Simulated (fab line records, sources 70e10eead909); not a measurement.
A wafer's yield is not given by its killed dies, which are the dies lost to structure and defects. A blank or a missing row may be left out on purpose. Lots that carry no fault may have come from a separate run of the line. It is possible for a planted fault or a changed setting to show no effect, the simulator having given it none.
fab line records	flow nand_harc
[record] lots = 7	wafers = 20	last_day = 32
route steps=1302 shown A_CONTACT@990
lots that met no fault: from a run of the same line without faults
start_h: hours from the record's opening day to when the first of the lot's shown wafers began	wait_h: time in hours since the lot's previous step	" as in the row above	L1.1+2: one row covering several wafers at once	- value missing, or start not given	* or withheld: withheld	< > ~ a bound
route shown NAME@n: NAME is a module with steps in the file, n the number in the route of the first one	usual: mean/standard deviation taken from wafers without a fault	same: alike in all rows	chamber/n: place in a boat	sites: each site's reading	_std_site: the values' standard deviation	_edge_site: the outer-site mean with the inner-site mean subtracted	radius_mm: how far each site lies from the wafer's centre	mask NAME#n: copy n	behind: tool/chamber where the wafer was last shaped	hold: why the lot was held/for how many hours/how that ended	device: names the non-switching transistor (n, p or np)	end of line: at the end of the route, the tests of the same wafers	a step without rows: its recipe alone	killed: the dies lost at the first sort to structure and to defects; this is not the yield of the wafer	map: shows each die of a wafer: x if killed, . if not, _ if none is there
set.NAME: the setting that was run; set.NAME@STEP: the one run at that earlier step	model.NAME: the simulator's own value behind a step, which no gauge read
a table for each step, a row for each wafer; lots at some steps of the route
services: from which hour (start_h, from the record's first day; less than 0 if before it) a tool's chamber was out of use, for how many hours, and why
[[steps]]
[step NHARC_A_CONTACT_COAT_35]
[recipe] temp_c = 225	time_s = 65
[step NHARC_A_CONTACT_COAT_36]
[recipe] spin_rpm = 1500	resist_thk_nm = 90
[step NHARC_A_CONTACT_SOFTBAKE_37]
[recipe] temp_c = 105	time_s = 55
[step NHARC_A_CONTACT_EBR_38]
[step NHARC_A_CONTACT_EXPOSE_39]
[recipe] na = 1.35	sigma_outer = 0.8	dose_mj = 58.79	mask_id = A_CC_3
[step NHARC_A_CONTACT_PEB_40]
[recipe] peb_temp_c = 100	peb_time_s = 65
[step NHARC_A_CONTACT_DEVELOP_41]
[recipe] develop_time_s = 35	dev_temp_c = 23
[step NHARC_A_CONTACT_CD_MEAS_42]
[recipe] target_cd_nm = 300	landing_energy_ev = 500
[usual] cd_nm = 300.2/0.42
lot.wafer	tool	chamber	start_h	wait_h	cd_nm
L591.1	cd_sem-03	0	501.93	-	300.1
L591.3	"	0	"	"	299.9
L591.5	"	0	"	"	300.0
L595.3	cd_sem-03	0	541.02	-	300.1
L595.4	"	0	"	"	300.2
L595.5	"	0	"	"	300.3
L603.1	cd_sem-02	0	590.55	-	299.5
L603.3	"	0	"	"	299.9
L603.5	"	0	"	"	299.8
L602.2	cd_sem-01	0	594.64	-	300.5
L602.4	"	0	"	"	300.5
L600.1	cd_sem-02	0	597.93	-	300.5
L600.5	"	0	"	"	300.6
L600.6	"	0	"	"	299.9
L608.2	cd_sem-03	0	670.28	-	300.5
L608.3	"	0	"	"	300.4
L608.6	"	0	"	"	299.8
L611.2	cd_sem-01	0	678.12	-	300.2
L611.3	"	0	"	"	300.9
L611.4	"	0	"	"	301.1
[step NHARC_A_CONTACT_OVL_MEAS_43]
[usual] overlay_x_nm = -0.2/0.82	overlay_y_nm = 0.1/0.89
lot.wafer	tool	chamber	start_h	wait_h	overlay_x_nm	overlay_y_nm
L591.1	overlay-01	-	502.02	-	0.5	-0.1
L591.3	"	-	"	"	0.9	0.0
L591.5	"	-	"	"	0.9	0.0
L595.3	overlay-01	-	541.10	-	0.3	-0.5
L595.4	"	-	"	"	0.4	-0.5
L595.5	"	-	"	"	0.3	-0.4
L603.1	overlay-02	-	590.65	-	-1.8	-0.2
L603.3	"	-	"	"	-1.5	0.2
L603.5	"	-	"	"	-1.8	-0.1
L602.2	overlay-02	-	594.73	-	-1.4	0.1
L602.4	"	-	"	"	-1.0	0.2
L600.1	overlay-01	-	598.02	-	-0.5	-1.3
L600.5	"	-	"	"	-0.8	-0.8
L600.6	"	-	"	"	-0.9	-1.3
L608.2	overlay-02	-	670.37	-	0.0	-0.2
L608.3	"	-	"	"	0.2	0.0
L608.6	"	-	"	"	0.4	0.3
L611.2	overlay-01	-	678.21	-	-0.5	-0.6
L611.3	"	-	"	"	0.5	-0.4
L611.4	"	-	"	"	0.7	-0.6
[step NHARC_A_CONTACT_INSPECT_44]
[usual] raw_defect_count = 90/35
lot.wafer	tool	chamber	start_h	wait_h	raw_defect_count
L591.1	defect_inspect-01	-	502.06	0.0	52
L591.3	"	-	"	"	49
L591.5	"	-	"	"	45
L595.3	defect_inspect-01	-	541.14	0.0	105
L595.4	"	-	"	"	99
L595.5	"	-	"	"	94
L603.1	defect_inspect-02	-	590.69	0.0	70
L603.3	"	-	"	"	54
L603.5	"	-	"	"	61
L602.2	defect_inspect-02	-	594.76	0.0	106
L602.4	"	-	"	"	118
L600.1	defect_inspect-01	-	598.06	0.0	90
L600.5	"	-	"	"	75
L600.6	"	-	"	"	80
L608.2	defect_inspect-02	-	670.41	0.0	64
L608.3	"	-	"	"	61
L608.6	"	-	"	"	84
L611.2	defect_inspect-02	-	678.25	0.0	78
L611.3	"	-	"	"	78
L611.4	"	-	"	"	65
[step NHARC_A_CONTACT_DESCUM_47]
[recipe] time_s = 3	o2_flow_sccm = 200	ar_flow_sccm = 0	bias_power_w = 0	chemistry = O2
[usual] drypump_motor_current_A = 5.9/0.44	oes_product_au = 0.999/0.007	rf_vpp_V = 57.8/0.94	showerhead_plenum_p_Torr = 1.92/0.084	throttle_valve_pct = 11.310/0.0086
lot.wafer	tool	chamber	start_h	wait_h	drypump_motor_current_A	oes_product_au	rf_hours_counter_h	rf_vpp_V	showerhead_plenum_p_Torr	throttle_valve_pct
L591.3	rie_diel-07	1	502.12	0.1	5.3	1.004	6	58.1	1.96	11.314
L591.1	"	2	"	"	6.3	0.990	9	58.5	2.07	11.324
L591.5	"	2	"	"	6.2	1.005	-	58.6	2.07	11.315
L595.3	rie_diel-12	0	541.20	0.1	6.0	0.992	12	57.6	1.91	11.311
L595.4	"	1	"	"	5.7	0.998	12	57.5	2.01	11.310
L595.5	"	0	"	"	6.0	0.994	-	57.0	1.91	11.325
L603.3	rie_diel-12	1	590.75	0.1	5.7	0.997	18	58.9	2.01	11.291
L603.1	"	3	"	"	6.5	1.005	19	58.4	1.96	11.306
L603.5	"	1	"	"	5.7	1.003	-	58.3	2.01	11.307
L602.4	rie_diel-12	1	594.82	0.1	5.7	1.001	19	58.6	2.00	11.320
L602.2	"	3	"	"	6.6	1.004	20	59.0	1.96	11.309
L600.1	rie_diel-12	3	598.12	0.1	6.6	0.992	21	57.1	1.96	11.312
L600.6	"	3	"	"	6.6	0.998	-	59.6	1.96	11.322
L600.5	"	0	"	"	6.0	0.995	-	56.9	1.91	11.295
L608.3	rie_diel-12	1	670.47	0.1	5.7	0.984	5	58.7	2.00	11.316
L608.2	"	3	"	"	6.5	0.995	6	57.7	1.96	11.301
L608.6	"	1	"	"	5.7	0.989	-	58.6	2.00	11.308
L611.4	rie_diel-04	0	678.31	0.1	5.4	0.996	46	58.3	2.06	11.316
L611.2	"	1	"	"	4.8	1.001	46	56.7	1.81	11.312
L611.3	"	3	"	"	5.5	1.004	47	57.4	1.85	11.314
[step NHARC_A_CONTACT_ETCH_48]
[recipe] target_depth_a = 390	over_etch_frac = 0.3	time_s = 65	ion_energy_ev = 80	cf4_flow_sccm = 150	ar_flow_sccm = 0	rf_w = 300	bias_w = 100	chemistry = CF4
[usual] bias_w = 100.0/0.32	drypump_motor_current_A = 5.9/0.46	oes_product_au = 0.999/0.0068	rf_vpp_V = 151.2/1.3	run_length_s = 86.4/0.49	showerhead_plenum_p_Torr = 1.78/0.072	throttle_valve_pct = 13.284/0.009
lot.wafer	tool	chamber	start_h	wait_h	bias_w	drypump_motor_current_A	oes_product_au	rf_hours_counter_h	rf_vpp_V	run_length_s	showerhead_plenum_p_Torr	throttle_valve_pct
L591.3	rie_diel-07	3	502.22	0.1	99.9	5.8	1.004	9	150.6	86.5	1.68	13.266
L591.1	"	0	"	"	100.3	6.5	1.007	7	149.2	85.6	1.65	13.294
L591.5	"	2	"	"	100.0	6.2	0.987	-	152.5	85.6	1.91	13.287
L595.4	rie_diel-12	1	541.30	0.1	100.5	5.7	1.005	12	151.9	87.1	1.85	13.296
L595.3	"	2	"	"	99.9	5.6	0.995	12	150.0	85.8	1.76	13.285
L595.5	"	3	"	"	100.1	6.5	1.001	-	151.0	86.7	1.81	13.288
L603.3	rie_diel-12	3	590.84	0.1	100.0	6.6	1.003	19	151.1	86.7	1.81	13.280
L603.1	"	2	"	"	99.4	5.6	1.011	19	151.3	85.8	1.75	13.289
L603.5	"	0	"	"	100.0	6.0	0.988	-	149.0	86.3	1.77	13.279
L602.4	rie_diel-12	3	594.91	0.1	99.9	6.6	0.996	20	152.4	87.0	1.81	13.291
L602.2	"	2	"	"	100.2	5.6	1.007	21	151.3	86.0	1.75	13.274
L600.1	rie_diel-12	2	598.25	0.1	100.5	5.6	1.001	22	151.4	85.8	1.75	13.299
L600.5	"	1	"	"	99.9	5.7	1.004	-	151.4	86.4	1.85	13.282
L600.6	"	2	"	"	100.3	5.6	0.996	-	151.8	86.4	1.75	13.302
L608.3	rie_diel-12	2	670.56	0.1	99.6	5.6	1.009	5	151.2	85.7	1.75	13.295
L608.2	"	3	"	"	100.0	6.6	0.994	6	151.6	86.6	1.81	13.275
L608.6	"	1	"	"	99.9	5.7	0.989	-	151.0	87.2	1.84	13.276
L611.4	rie_diel-04	0	678.39	0.1	100.7	5.4	1.000	46	153.0	86.5	1.89	13.281
L611.3	"	1	"	"	100.1	4.8	0.994	46	151.2	86.6	1.68	13.279
L611.2	"	2	"	"	99.9	6.0	0.999	47	150.8	86.4	1.66	13.270
[step NHARC_A_CONTACT_ETCH_49]
[recipe] target_depth_a = 2600	over_etch_frac = 0.3	time_s = 475.3	ion_energy_ev = 200	n2_flow_sccm = 150	h2_flow_sccm = 150	ar_flow_sccm = 0	rf_w = 400	bias_w = 150	chemistry = N2/H2
[usual] bias_w = 150.0/0.43	drypump_motor_current_A = 5.9/0.45	oes_product_au = 1.000/0.0068	rf_vpp_V = 430.7/2.7	run_length_s = 496.7/0.47	showerhead_plenum_p_Torr = 2.04/0.092	throttle_valve_pct = 14.172/0.0091
lot.wafer	tool	chamber	start_h	wait_h	bias_w	drypump_motor_current_A	oes_product_au	rf_hours_counter_h	rf_vpp_V	run_length_s	showerhead_plenum_p_Torr	throttle_valve_pct
L591.3	rie_diel-07	3	502.30	-	149.8	5.9	1.002	9	429.4	496.2	1.93	14.157
L591.1	"	1	"	"	150.6	5.4	0.994	6	431.5	496.8	2.09	14.176
L591.5	"	3	"	"	149.7	5.9	1.003	-	428.2	496.8	1.93	14.172
L595.4	rie_diel-12	0	541.41	-	150.6	6.0	0.997	12	430.3	496.8	2.04	14.171
L595.3	"	1	"	"	150.0	5.7	0.992	12	432.2	496.9	2.14	14.188
L595.5	"	3	"	"	150.3	6.6	0.996	-	430.9	497.0	2.10	14.171
L603.1	rie_diel-12	0	590.96	-	-	6.1	1.007	16	430.1	162.1	2.04	14.167
L603.3	"	1	"	"	150.7	5.7	0.994	18	433.2	497.3	2.14	14.187
L603.5	"	0	"	"	150.0	6.0	0.993	-	430.1	496.4	2.04	14.184
L602.2	rie_diel-12	0	595.04	-	150.0	6.1	0.984	17	429.4	496.5	2.04	14.176
L602.4	"	1	"	"	-	5.7	0.986	20	432.5	162.7	2.14	14.182
L600.1	rie_diel-12	3	598.33	-	-	6.6	0.997	21	429.4	163.0	2.09	14.155
L600.6	"	3	"	"	150.1	6.5	1.002	-	432.6	497.4	2.09	14.181
L600.5	"	0	"	"	150.4	6.1	1.003	-	430.2	496.9	2.04	14.167
L608.2	rie_diel-12	1	670.71	-	149.8	5.7	0.991	5	433.2	496.8	2.14	14.160
L608.3	"	3	"	"	149.8	6.5	0.999	6	432.3	497.1	2.09	14.173
L608.6	"	1	"	"	150.2	5.7	0.998	-	433.5	497.3	2.14	14.166
L611.2	rie_diel-04	1	678.48	-	150.5	4.8	0.999	46	428.2	497.2	1.93	14.165
L611.4	"	2	"	"	149.8	6.0	1.002	47	426.8	497.0	1.90	14.190
L611.3	"	0	"	"	150.3	5.4	0.996	46	435.1	496.9	2.20	14.176
[step NHARC_A_CONTACT_ETCH_50]
[recipe] target_depth_a = 1210	time_s = 60.5	cf4_flow_sccm = 100	chf3_flow_sccm = 30	ar_flow_sccm = 0	rf_w = 500	bias_w = 200	chemistry = CF4/CHF3
[usual] bias_w = 200.0/0.56	drypump_motor_current_A = 5.9/0.46	oes_product_au = 0.955/0.021	rf_vpp_V = 370.8/2.3	run_length_s = 81.9/0.5	showerhead_plenum_p_Torr = 1.58/0.067	throttle_valve_pct = 16.803/0.0091
lot.wafer	tool	chamber	start_h	wait_h	bias_w	drypump_motor_current_A	oes_product_au	rf_hours_counter_h	rf_vpp_V	run_length_s	showerhead_plenum_p_Torr	throttle_valve_pct
L591.1	rie_diel-07	1	-	-	199.3	5.4	0.955	7	371.3	82.2	1.61	16.802
L591.3	"	0	"	"	200.2	6.4	0.997	7	367.5	81.3	1.47	16.807
L591.5	"	2	"	"	200.4	6.2	0.959	-	375.6	80.9	1.70	16.806
L595.3	rie_diel-12	1	-	-	200.3	5.7	0.967	12	372.5	81.9	1.65	16.787
L595.4	"	0	"	"	198.9	6.1	0.960	12	370.7	82.2	1.57	16.795
L595.5	"	1	"	"	200.4	5.7	0.972	-	373.3	82.0	1.65	16.811
L603.1	rie_diel-12	3	-	-	199.6	6.5	0.985	19	371.6	82.2	1.61	16.818
L603.3	"	1	"	"	198.9	5.7	0.970	18	373.1	82.1	1.64	16.819
L603.5	"	2	"	"	199.8	5.6	0.962	-	370.7	81.3	1.56	16.805
L602.4	rie_diel-12	1	-	-	200.6	5.7	0.956	20	372.6	81.9	1.64	16.803
L602.2	"	2	"	"	200.3	5.6	0.959	21	370.0	81.3	1.56	16.812
L600.1	rie_diel-12	1	-	-	200.5	5.7	0.950	21	372.4	82.1	1.64	16.795
L600.6	"	0	"	"	200.2	6.1	0.937	-	370.8	81.7	1.57	16.788
L600.5	"	1	"	"	200.3	5.7	0.955	-	371.9	82.0	1.64	16.806
L608.3	rie_diel-12	0	-	-	199.7	6.0	0.977	7	369.5	81.6	1.57	16.796
L608.2	"	2	"	"	201.0	5.6	0.963	5	371.1	81.1	1.56	16.790
L608.6	"	0	"	"	199.8	6.0	0.989	-	371.7	81.7	1.57	16.791
L611.4	rie_diel-04	2	-	-	199.7	6.0	0.931	48	366.0	81.9	1.48	16.808
L611.2	"	3	"	"	199.2	5.4	0.920	47	369.6	81.7	1.52	16.806
L611.3	"	0	"	"	200.4	5.4	0.936	46	374.3	81.8	1.69	16.813
[[services]]
tool	chamber	start_h	hours	kind
rie_diel-12	0	479.02	-	clean
rie_diel-12	1	479.02	-	clean
rie_diel-12	2	479.02	-	clean
rie_diel-12	3	479.02	-	clean
rie_diel-04	3	479.76	23.6	repair
rie_diel-04	2	502.68	5.3	repair
rie_diel-12	0	503.52	-	clean
rie_diel-12	1	503.52	-	clean
rie_diel-12	2	503.52	-	clean
rie_diel-12	3	503.52	-	clean
rie_diel-12	-	506.15	12.8	repair
rie_diel-12	0	528.02	-	clean
rie_diel-12	1	528.02	-	clean
rie_diel-12	2	528.02	-	clean
rie_diel-12	3	528.02	-	clean
rie_diel-04	2	528.93	13.7	repair
rie_diel-04	-	544.82	9.0	pm
rie_diel-12	0	552.52	-	clean
rie_diel-12	1	552.52	-	clean
rie_diel-12	2	552.52	-	clean
rie_diel-07	3	569.64	11.1	repair
rie_diel-12	0	580.54	3.8	repair
rie_diel-12	-	622.56	9.0	pm
rie_diel-07	-	648.24	9.0	pm
[[key]]
[first_sign] step = NHARC_A_CONTACT_ETCH_49	reading = run_length_s	direction = down	sigmas = 99+	usual = *	struck = *
effect none on later readings
met_at NHARC_A_CONTACT_ETCH_49
struck_wafers L600.1,L602.4,L603.1
later_rows_left_out L600.1,L602.4,L603.1
sort_left_out L600.1,L602.4,L603.1
tester_left_out L600,L602,L603
onset_between 541.41 590.96
[fault] kind = process_parameter_drift	tool = rie_diel-12	chamber = -	onset_h = 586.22	steps = NHARC_A_CONTACT_ETCH_49	channel = time_s	offset = *	shape = step	end_h = 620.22	scope = struck_wafers_only	acts_in = *	stated = *
// tester_left_out: of these lots the tester's yield and bins aren't shown, on N5 and GAA mostly nor the transistor test; their killed dies are dies lost to structure and defects alone, not to doping, threshold or leakage, so they don't give the yield
// sort_left_out: the simulated sort isn't trusted on such a fault, so these wafers' sort isn't shown, and their yield isn't known
// later_rows_left_out: the simulator's readings of these wafers behind a module that went badly wrong aren't trusted and aren't shown, but for the sort
